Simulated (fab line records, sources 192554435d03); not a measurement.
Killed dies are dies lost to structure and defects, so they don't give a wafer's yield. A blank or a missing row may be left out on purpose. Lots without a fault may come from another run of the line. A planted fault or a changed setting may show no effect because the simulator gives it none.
Which tool did it? | flow n5_finfet | 10 lots, 29 wafers sampled, at 5 steps of a route of 1938

WHAT THE GAUGES READ, wafer by wafer
N5_DUMMY_GATE_CD_MEAS_50: target cd 14 nm. Usual: cd_nm 14.0 nm, standard deviation 0.42.
lot  | measured    | on        | cd_nm (nm)     | flag
L280 | day 3 04:43 | cd_sem-01 | 14.1 14.0 14.5 |
L281 | day 3 14:37 | cd_sem-01 | 13.9 13.5 13.2 |
L282 | day 3 19:27 | cd_sem-03 | 14.8 13.9 14.6 |
L286 | day 4 16:59 | cd_sem-03 | 13.5 14.2 14.0 |
L294 | day 6 22:24 | cd_sem-03 | 14.1 14.1 13.3 |
L295 | day 6 22:25 | cd_sem-02 | 14.1 14.2 14.1 |
L299 | day 7 21:59 | cd_sem-02 | 14.1 13.8      |
L300 | day 8 03:47 | cd_sem-03 | 14.0 13.8 14.5 |
L301 | day 8 09:43 | cd_sem-02 | 15.0 14.9 14.7 |
L302 | day 8 16:07 | cd_sem-02 | 14.3 13.8 13.2 |

N5_BEOL_M4_RC_MEAS_101. Usual: DIBL_N 36.1 mV/V, standard deviation 1.9; DIBL_P 36.4 mV/V, standard deviation 2.5; IOFF_N 0.16 nA/um, standard deviation 0.036; IOFF_P 0.22 nA/um, standard deviation 0.038; ION_N 672 uA/um, standard deviation 11; ION_P 462 uA/um, standard deviation 8; SS_N 71.6 mV/dec, standard deviation 0.68; SS_P 73.3 mV/dec, standard deviation 0.77; VT_N 250 mV, standard deviation 3.3; VT_P -250 mV, standard deviation 3.6.
lot  | measured     | on        | DIBL_N (mV/V)  | DIBL_P (mV/V)  | IOFF_N (nA/um) | IOFF_P (nA/um) | ION_N (uA/um) | ION_P (uA/um) | SS_N (mV/dec)  | SS_P (mV/dec)  | VT_N (mV)   | VT_P (mV)      | flag
L280 | day 9 03:11  | prober-02 | 36.0 37.3 34.0 | 37.4 39.0 34.3 | 0.15 0.18 0.12 | 0.20 0.24 0.16 | 672 677 667   | 462 466 459   | 71.8 72.3 70.9 | 72.7 73.0 72.2 | 253 248 255 | -249 -245 -253 |
L281 | day 9 06:34  | prober-02 | 35.8 37.0 36.3 | 34.5 37.0 37.3 | 0.14 0.16 0.16 | 0.20 0.23 0.24 | 664 664 679   | 457 454 465   | 70.9 72.2 71.7 | 72.5 74.0 73.3 | 252 251 249 | -250 -248 -247 |
L282 | day 9 07:29  | prober-01 | 32.8 32.5 31.0 | 33.3 31.6 30.9 | 0.12 0.11 0.10 | 0.19 0.15 0.15 | 667 651 652   | 460 446 457   | 70.5 70.9 70.5 | 72.5 72.8 71.2 | 253 256 254 | -251 -254 -253 |
L286 | day 10 06:03 | prober-01 | 36.7 35.2 36.3 | 37.6 34.0 36.4 | 0.18 0.14 0.17 | 0.25 0.19 0.23 | 683 671 680   | 469 462 468   | 72.4 72.2 71.4 | 73.7 72.9 73.7 | 249 251 247 | -246 -253 -248 |
L294 | day 13 00:07 | prober-01 | 34.9 35.8 37.4 | 33.6 32.5 36.1 | 0.13 0.14 0.16 | 0.24 0.22 0.30 | 663 660 672   | 472 463 474   | 70.4 70.8 71.4 | 72.7 73.4 73.4 | 251 250 252 | -243 -242 -240 |
L295 | day 13 01:31 | prober-02 | 33.1 34.7 35.3 | 33.5 34.3 36.8 | 0.11 0.13 0.16 | 0.17 0.18 0.21 | 656 653 683   | 454 446 461   | 71.2 72.0 71.8 | 73.2 73.1 73.9 | 253 254 249 | -254 -254 -253 |
L299 | day 13 22:59 | prober-01 | 33.9 34.4      | 32.8 35.4      | 0.14 0.14      | 0.20 0.23      | 669 675       | 474 474       | 71.3 71.8      | 71.6 73.3      | 251 252     | -247 -244      |
L300 | day 14 07:13 | prober-02 | 36.8 36.6 33.1 | 36.3 34.5 31.4 | 0.16 0.15 0.10 | 0.22 0.20 0.15 | 688 669 654   | 470 459 459   | 71.9 71.0 70.5 | 73.3 73.1 72.1 | 249 253 255 | -249 -250 -255 |
L301 | day 14 14:57 | prober-02 | 32.3 33.8 34.3 | 33.4 34.3 33.7 | 0.13 0.15 0.15 | 0.16 0.17 0.16 | 667 667 660   | 454 457 449   | 70.2 70.9 72.2 | 72.0 71.7 72.4 | 253 252 254 | -254 -254 -255 |
L302 | day 14 16:37 | prober-01 | 36.8 36.1 36.7 | 36.1 33.4 35.1 | 0.15 0.13 0.14 | 0.17 0.14 0.16 | 663 655 660   | 446 442 445   | 71.7 71.0 72.1 | 73.0 71.8 73.0 | 253 256 255 | -254 -258 -257 |

WHICH TOOL RAN EACH LOT (tool, then ch and the chambers of the sampled wafers, then the start)
lot  | N5_DUMMY_GATE_ETCH_32           | N5_DUMMY_GATE_STRIP_48            | N5_SPACER0_ALD_00
L280 | rie_si-03 ch 0,1,2, day 3 05:02 | rie_diel-01 ch 0,1,2, day 3 05:19 | ald_sin-03 ch 1,2, day 3 06:32
L281 | rie_si-05 ch 2,3, day 3 14:55   | rie_diel-05 ch 1,2, day 3 15:13   | ald_sin-02 ch 1,2,3, day 3 15:38
L282 | rie_si-03 ch 1,2,3, day 3 19:45 | rie_diel-01 ch 0,1,3, day 3 20:03 | ald_sin-02 ch 0,1,3, day 3 20:26
L286 | rie_si-02 ch 0,1, day 4 17:17   | rie_diel-01 ch 1,3, day 4 17:38   | ald_sin-03 ch 1,2,3, day 4 18:13
L294 | rie_si-05 ch 0,1,2, day 6 22:41 | rie_diel-05 ch 1,2,3, day 6 23:00 | ald_sin-03 ch 0,2,3, day 7 00:05
L295 | rie_si-03 ch 0,1,3, day 6 22:43 | rie_diel-01 ch 0,1,2, day 6 23:04 | ald_sin-03 ch 0,1,2, day 7 00:37
L299 | rie_si-02 ch 1,3, day 7 22:22   | rie_diel-05 ch 3, day 7 22:40     | ald_sin-02 ch 0,1, day 7 23:03
L300 | rie_si-02 ch 0,1,2, day 8 04:16 | rie_diel-05 ch 0,1,2, day 8 04:34 | ald_sin-01 ch 0,2,3, day 8 04:56
L301 | rie_si-02 ch 0,1,2, day 8 10:01 | rie_diel-06 ch 1,2,3, day 8 10:19 | ald_sin-03 ch 0,2,3, day 8 10:41
L302 | rie_si-03 ch 0,1, day 8 16:25   | rie_diel-06 ch 0,1,2, day 8 16:46 | ald_sin-03 ch 0,1,2, day 8 18:10
- N5_DUMMY_GATE_ETCH_32: etches SiO2 in CF4, target depth 3.5 nm, time 3.9 s.
- N5_DUMMY_GATE_STRIP_48: strips in N2/H2, time 20 s.
- N5_SPACER0_ALD_00: deposits SiOCN, target thk 3.5 nm, pulse time 3 s, purge time 2 s.

WHAT THE TOOLS THEMSELVES READ (means of the sampled wafers that have a number; where no wafer has one, the mark that the record gives instead)
N5_DUMMY_GATE_ETCH_32. Usual: chamber_pressure_mTorr 10.001 mTorr, standard deviation 0.0089; drypump_motor_current_A 5.6 A, standard deviation 0.49; oes_product_au 1.002 a.u., standard deviation 0.016; throttle_valve_pct 21.86 %, standard deviation 0.24.
lot  | tool      | chamber_pressure_mTorr (mTorr) | drypump_motor_current_A (A) | oes_product_au (a.u.) | throttle_valve_pct (%) | flag
L280 | rie_si-03 | 10.000                         | 5.7                         | 1.002                 | 21.62                  |
L281 | rie_si-05 | 9.998                          | 5.6                         | 0.981                 | 21.86                  |
L282 | rie_si-03 | 10.005                         | 5.8                         | 1.001                 | 21.86                  |
L286 | rie_si-02 | 10.002                         | 6.0                         | 1.003                 | 22.02                  |
L294 | rie_si-05 | 10.008                         | 5.5                         | 1.001                 | 21.92                  |
L295 | rie_si-03 | 9.997                          | 6.0                         | 1.012                 | 21.74                  |
L299 | rie_si-02 | 10.001                         | 5.3                         | 1.018                 | 22.02                  |
L300 | rie_si-02 | 9.993                          | 5.7                         | 0.999                 | 21.96                  |
L301 | rie_si-02 | 10.005                         | 5.7                         | 0.999                 | 21.96                  |
L302 | rie_si-03 | 9.998                          | 6.0                         | 1.013                 | 21.53                  |

N5_DUMMY_GATE_STRIP_48. Usual: bias_power_w 2.999 W, standard deviation 0.009; chamber_pressure_mTorr 99.99 mTorr, standard deviation 0.09; drypump_motor_current_A 5.5 A, standard deviation 0.41; oes_product_au 0.79 a.u., standard deviation 0.091; rf_vpp_V 45.5 V, standard deviation 0.83; showerhead_plenum_p_Torr 3.43 Torr, standard deviation 0.11; throttle_valve_pct 12.12 %, standard deviation 0.28.
lot  | tool        | bias_power_w (W) | chamber_pressure_mTorr (mTorr) | drypump_motor_current_A (A) | oes_product_au (a.u.) | rf_vpp_V (V) | showerhead_plenum_p_Torr (Torr) | throttle_valve_pct (%) | flag
L280 | rie_diel-01 | 2.994            | 100.03                         | 5.7                         | 0.78                  | 44.7         | 3.34                            | 12.22                  |
L281 | rie_diel-05 | -                | -                              | -                           | -                     | -            | -                               | -                      | OFF
L282 | rie_diel-01 | -                | -                              | -                           | -                     | -            | -                               | -                      | OFF
L286 | rie_diel-01 | 3.001            | 100.04                         | 5.4                         | 0.71                  | 45.7         | 3.25                            | 12.48                  |
L294 | rie_diel-05 | 2.993            | 100.05                         | 5.5                         | 0.82                  | 45.6         | 3.48                            | 11.99                  |
L295 | rie_diel-01 | 2.994            | 99.98                          | 5.7                         | 0.75                  | 45.1         | 3.33                            | 12.29                  |
L299 | rie_diel-05 | 2.994            | 99.97                          | 5.8                         | 0.71                  | 46.0         | 3.49                            | 12.23                  |
L300 | rie_diel-05 | 2.996            | 99.98                          | 5.6                         | 0.86                  | 46.0         | 3.46                            | 11.86                  |
L301 | rie_diel-06 | 3.004            | 99.97                          | 5.6                         | 0.81                  | 46.0         | 3.49                            | 12.06                  |
L302 | rie_diel-06 | 2.997            | 100.10                         | 5.4                         | 0.82                  | 45.6         | 3.51                            | 12.03                  |

N5_SPACER0_ALD_00. Usual: heater_power_w 833 W, standard deviation 81; precursor_pulse_height_rel 1.000, standard deviation 0.019.
lot  | tool       | heater_power_w (W) | precursor_pulse_height_rel | flag
L280 | ald_sin-03 | 784                | 0.975                      |
L281 | ald_sin-02 | 837                | 1.015                      |
L282 | ald_sin-02 | 805                | 1.009                      |
L286 | ald_sin-03 | 810                | 0.985                      |
L294 | ald_sin-03 | 847                | 0.994                      |
L295 | ald_sin-03 | 836                | 1.005                      |
L299 | ald_sin-02 | 750                | 0.997                      |
L300 | ald_sin-01 | 856                | 0.993                      |
L301 | ald_sin-03 | 853                | 0.979                      |
L302 | ald_sin-03 | 855                | 0.993                      |

THE ANSWER, worked out from the rows above alone
Rule: a lot is off if the mean of its wafers that have a number lies more than 3 standard deviations from the usual mean. A lot without any number at a reading at which 4 lots or more have one is off too. The other lots that the step has rows for count as sound. The gauges are gone through in route order, then the tools' own readings, and for those a lot's mean is taken as printed above. The first step at which some lot is off is used, and at that step the reading that is off furthest; a lot without a number counts as furthest.
Off: L281, L282, at N5_DUMMY_GATE_STRIP_48 (bias_power_w). Without a number there: L281, L282.
A tool fits if, at that step or a process step before it, it ran every lot that is off, and no sound lot after the first of them. None of those tried fits.

WHAT THE SIMULATOR HAD PUT IN
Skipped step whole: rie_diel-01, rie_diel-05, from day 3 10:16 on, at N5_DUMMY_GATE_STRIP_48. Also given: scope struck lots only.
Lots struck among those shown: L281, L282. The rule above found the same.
